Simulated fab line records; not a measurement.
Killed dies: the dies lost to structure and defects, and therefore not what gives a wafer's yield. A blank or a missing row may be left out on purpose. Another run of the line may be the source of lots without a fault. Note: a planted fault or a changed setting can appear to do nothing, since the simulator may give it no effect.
Problem report, 8D (eight disciplines) form, completed by code	flow n5 finfet	the parts of the form that need people (team, actions taken, sign-off) are left out

1. WHAT IS WRONG
strip time to endpoint s at N5_SDB_STRIP_22 reads a mean of 89.9 s on 3 wafers of 3 lots; wafers without a fault read 96.4 s with a standard deviation of 0.4. Measured from the usual mean, that is -16 standard deviations.
The step: strips in N2/H2.
Seen first at day 6 20:59 on plasma asher-02, wafer L177.5. Wafers with a number at this step in the record: 28, from 10 lots. Rule for "out" (also "out of limits"): further than 4 standard deviations from the usual mean. Any other wafer with a number is counted as sound.

2. WHAT IT IS; WHAT IT IS NOT
question	is	is not
which readings at this step	strip time to endpoint s	drypump motor current A, heater power w, oes product au
which lots	L177, L178, L179	L167, L172, L173, L174, L183, L185, L189
which wafers of those lots	L177.5, L178.2, L179.5	L177.1, L177.6, L178.4, L179.6
read on which tools	plasma asher-01, plasma asher-02	-
when	from day 6 20:59	up to then (14 sound wafers); but 11 sound wafers of L178, L179, L183, L185, L189 came after

3. THE SUSPECTS, EACH WITH WHAT RULES IT OUT
Counting: a tool at a process step up to the reading stays a suspect if it ran every lot that is out. Sound lots after the first of them don't rule it out here, since some wafers of a struck lot are sound.
- rie diel-05 at N5_SDB_STRIP_21 (strips in CF4): kept. Every lot that is out went through it, the first being L177 (day 6 20:53); the last sound lot it ran before that was L174 (day 5 19:23).
- rie diel-05 at N5_SDB_HM_OPEN_20 (chemistry CH3F/O2, target SiNx, stops on poly-Si, target depth 24 nm): kept. Every lot that is out went through it, the first being L177 (day 6 20:55); the last sound lot it ran before that was L174 (day 5 19:24).
- Within rie diel-05 at N5_SDB_STRIP_21: the wafers that are out ran in chambers 0, 3; their sound lot-mates ran in chambers 1, 2.
- Within rie diel-05 at N5_SDB_HM_OPEN_20: the wafers that are out ran in chambers 0, 3; their sound lot-mates ran in chambers 1, 2.
After counting, rie diel-05 at N5_SDB_STRIP_21 and rie diel-05 at N5_SDB_HM_OPEN_20 remain.

4. THE CAUSE (what the simulator had put in)
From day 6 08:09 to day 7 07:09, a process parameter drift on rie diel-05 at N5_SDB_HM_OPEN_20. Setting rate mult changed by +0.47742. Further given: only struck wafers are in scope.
2 suspects survive the count, and this tool is in that group.

5. SEQUENCE OF EFFECTS, ordered by route
Each row: a reading where the mean over the struck wafers with a number is more than 3 standard deviations away from the usual. Only readings for which the record gives a usual standard deviation are gone through. hours: the time from each lot's start at the first step in this table that gives one to its start at this step, as a median over the lots. sigmas: the change in usual standard deviations.
hours	step	reading	usual	on struck wafers	change	sigmas
0	N5_SDB_STRIP_22	strip time to endpoint s	96.4 s	89.9	-6.5	-16
It contains these process steps:
- N5_SDB_STRIP_22: strips in N2/H2.

6. HOW IT WOULD HAVE BEEN CAUGHT EARLIER
The fault began at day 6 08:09; the first out-of-limits reading in this record came at day 6 20:59, 13 hours later.
Of the tool readings at N5_SDB_HM_OPEN_20 for which the record gives a usual standard deviation, none was out on any struck wafer, so an alarm limit of 4 standard deviations on them would not have fired.
Lots out: 3; of these, L178, L179 started N5_SDB_HM_OPEN_20 on rie diel-05 after day 6 20:59. A hold on the tool at that time would have spared those 2.
